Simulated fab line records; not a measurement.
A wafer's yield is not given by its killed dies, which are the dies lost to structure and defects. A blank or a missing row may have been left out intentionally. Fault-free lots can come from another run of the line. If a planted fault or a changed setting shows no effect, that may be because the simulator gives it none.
What tool caused it? / flow n5-finfet / 36 wafers from 12 lots sampled at 6 of the route's 1938 steps

WHAT EACH GAUGE READ, for each wafer
N5_BEOL_M2_THK_MEAS_53: measures by xrf.
lot=L074; measured=day 7 15:40; on=film-metro-01; M2_THK (nm)=40.3 38.2 40.3
lot=L077; measured=day 7 21:53; on=film-metro-02; M2_THK (nm)=41.5 39.4 40.5
lot=L079; measured=day 8 06:46; on=film-metro-01; M2_THK (nm)=39.3 41.3 40.5
lot=L081; measured=day 8 21:48; on=film-metro-02; M2_THK (nm)=39.3 40.9 40.6
lot=L083; measured=day 9 17:54; on=film-metro-02; M2_THK (nm)=41.0 40.2 41.5
lot=L085; measured=day 10 03:07; on=film-metro-01; M2_THK (nm)=39.8 38.5 38.4
lot=L086; measured=day 10 07:39; on=film-metro-02; M2_THK (nm)=37.7 38.5 39.0
lot=L089; measured=day 10 17:08; on=film-metro-01; M2_THK (nm)=38.6 41.3 39.7
lot=L092; measured=day 11 07:32; on=film-metro-01; M2_THK (nm)=38.6 40.1 39.2
lot=L093; measured=day 11 22:43; on=film-metro-02; M2_THK (nm)=40.3 41.4 39.0
lot=L095; measured=day 12 08:16; on=film-metro-02; M2_THK (nm)=40.7 38.7 39.7
lot=L097; measured=day 12 19:09; on=film-metro-01; M2_THK (nm)=37.4 37.6 40.8

WHAT TOOL EACH LOT RAN ON (gives the tool, then ch and the chambers of the sampled wafers, and finally the start)
lot=L074; N5_BEOL_M2_HM_DEP_02=pvd-sputter-01, day 7 09:05; N5_BEOL_M2_DESCUM_16=rie-diel-01 ch 0,1, day 7 09:44; N5_BEOL_M2_ANNEAL_49=pvd-sputter-02, day 7 13:03; N5_BEOL_M2_ANNEAL_80=pvd-sputter-02, day 7 13:16; N5_BEOL_M2_SPUTTER_94=pvd-sputter-02, day 7 14:31
lot=L077; N5_BEOL_M2_HM_DEP_02=pvd-sputter-01, day 7 14:39; N5_BEOL_M2_DESCUM_16=rie-diel-05 ch 1,2,3, day 7 15:17; N5_BEOL_M2_ANNEAL_49=pvd-sputter-01, day 7 19:25; N5_BEOL_M2_ANNEAL_80=pvd-sputter-01, day 7 19:38; N5_BEOL_M2_SPUTTER_94=pvd-sputter-01, day 7 20:53
lot=L079; N5_BEOL_M2_HM_DEP_02=pvd-sputter-02, day 7 21:04; N5_BEOL_M2_DESCUM_16=rie-diel-01 ch 1,3, day 7 21:42; N5_BEOL_M2_ANNEAL_49=pvd-sputter-03, day 8 04:18; N5_BEOL_M2_ANNEAL_80=pvd-sputter-03, day 8 04:31; N5_BEOL_M2_SPUTTER_94=pvd-sputter-03, day 8 05:46
lot=L081; N5_BEOL_M2_HM_DEP_02=pvd-sputter-02, day 8 14:36; N5_BEOL_M2_DESCUM_16=rie-diel-01 ch 0,2, day 8 15:34; N5_BEOL_M2_ANNEAL_49=pvd-sputter-01, day 8 19:20; N5_BEOL_M2_ANNEAL_80=pvd-sputter-01, day 8 19:34; N5_BEOL_M2_SPUTTER_94=pvd-sputter-01, day 8 20:48
lot=L083; N5_BEOL_M2_HM_DEP_02=pvd-sputter-02, day 9 03:46; N5_BEOL_M2_DESCUM_16=rie-diel-05 ch 0,1,2, day 9 04:29; N5_BEOL_M2_ANNEAL_49=pvd-sputter-02, day 9 15:26; N5_BEOL_M2_ANNEAL_80=pvd-sputter-02, day 9 15:39; N5_BEOL_M2_SPUTTER_94=pvd-sputter-02, day 9 16:53
lot=L085; N5_BEOL_M2_HM_DEP_02=pvd-sputter-01, day 9 19:56; N5_BEOL_M2_DESCUM_16=rie-diel-01 ch 0,3, day 9 20:35; N5_BEOL_M2_ANNEAL_49=pvd-sputter-03, day 10 00:39; N5_BEOL_M2_ANNEAL_80=pvd-sputter-03, day 10 00:52; N5_BEOL_M2_SPUTTER_94=pvd-sputter-03, day 10 02:07
lot=L086; N5_BEOL_M2_HM_DEP_02=pvd-sputter-02, day 9 21:47; N5_BEOL_M2_DESCUM_16=rie-diel-03 ch 0,2,3, day 9 22:19; N5_BEOL_M2_ANNEAL_49=pvd-sputter-02, day 10 05:11; N5_BEOL_M2_ANNEAL_80=pvd-sputter-02, day 10 05:25; N5_BEOL_M2_SPUTTER_94=pvd-sputter-02, day 10 06:39
lot=L089; N5_BEOL_M2_HM_DEP_02=pvd-sputter-02, day 10 06:57; N5_BEOL_M2_DESCUM_16=rie-diel-03 ch 0,1,2, day 10 07:29; N5_BEOL_M2_ANNEAL_49=pvd-sputter-02, day 10 14:40; N5_BEOL_M2_ANNEAL_80=pvd-sputter-02, day 10 14:53; N5_BEOL_M2_SPUTTER_94=pvd-sputter-02, day 10 16:08
lot=L092; N5_BEOL_M2_HM_DEP_02=pvd-sputter-02, day 10 21:38; N5_BEOL_M2_DESCUM_16=rie-diel-03 ch 0,2, day 10 22:17; N5_BEOL_M2_ANNEAL_49=pvd-sputter-01, day 11 04:59; N5_BEOL_M2_ANNEAL_80=pvd-sputter-01, day 11 05:12; N5_BEOL_M2_SPUTTER_94=pvd-sputter-01, day 11 06:26
lot=L093; N5_BEOL_M2_HM_DEP_02=pvd-sputter-02, day 11 04:28; N5_BEOL_M2_DESCUM_16=rie-diel-03 ch 0,2,3, day 11 04:59; N5_BEOL_M2_ANNEAL_49=pvd-sputter-03, day 11 20:07; N5_BEOL_M2_ANNEAL_80=pvd-sputter-03, day 11 20:20; N5_BEOL_M2_SPUTTER_94=pvd-sputter-03, day 11 21:34
lot=L095; N5_BEOL_M2_HM_DEP_02=pvd-sputter-03, day 11 18:05; N5_BEOL_M2_DESCUM_16=rie-diel-03 ch 1,2, day 11 18:55; N5_BEOL_M2_ANNEAL_49=pvd-sputter-01, day 12 05:48; N5_BEOL_M2_ANNEAL_80=pvd-sputter-01, day 12 06:01; N5_BEOL_M2_SPUTTER_94=pvd-sputter-01, day 12 07:16
lot=L097; N5_BEOL_M2_HM_DEP_02=pvd-sputter-01, day 12 11:59; N5_BEOL_M2_DESCUM_16=rie-diel-01 ch 0,3, day 12 12:38; N5_BEOL_M2_ANNEAL_49=pvd-sputter-02, day 12 16:23; N5_BEOL_M2_ANNEAL_80=pvd-sputter-02, day 12 16:38; N5_BEOL_M2_SPUTTER_94=pvd-sputter-02, day 12 18:01
- N5_BEOL_M2_HM_DEP_02: deposits TiN, target thk 20 nm.
- N5_BEOL_M2_DESCUM_16: chemistry O2, time 7 s.
- N5_BEOL_M2_ANNEAL_49: time 240 s.
- N5_BEOL_M2_ANNEAL_80: time 240 s.
- N5_BEOL_M2_SPUTTER_94: material Cu, target thk 4.5 nm, time 8.29 s.

THE ANSWER, worked out from the rows above alone
Rule: the lots themselves supply what counts as usual. Put in order of their means at a reading, lots are off if they are a third of the lots or fewer, leave a main group of 4 or more, and stand apart from it by a gap of 3 or more times the standard deviation of the main group's means; of several such gaps the widest counts. If all means in a main group match to the digits the tables above print for the reading, that group is not used. A lot without any number at a reading at which 4 lots or more have one is off too. Any other lot the step has rows for is counted as sound.
No lot is off on any of the readings shown, so nothing can be concluded from this.

WHAT THE SIMULATOR HAD INSERTED
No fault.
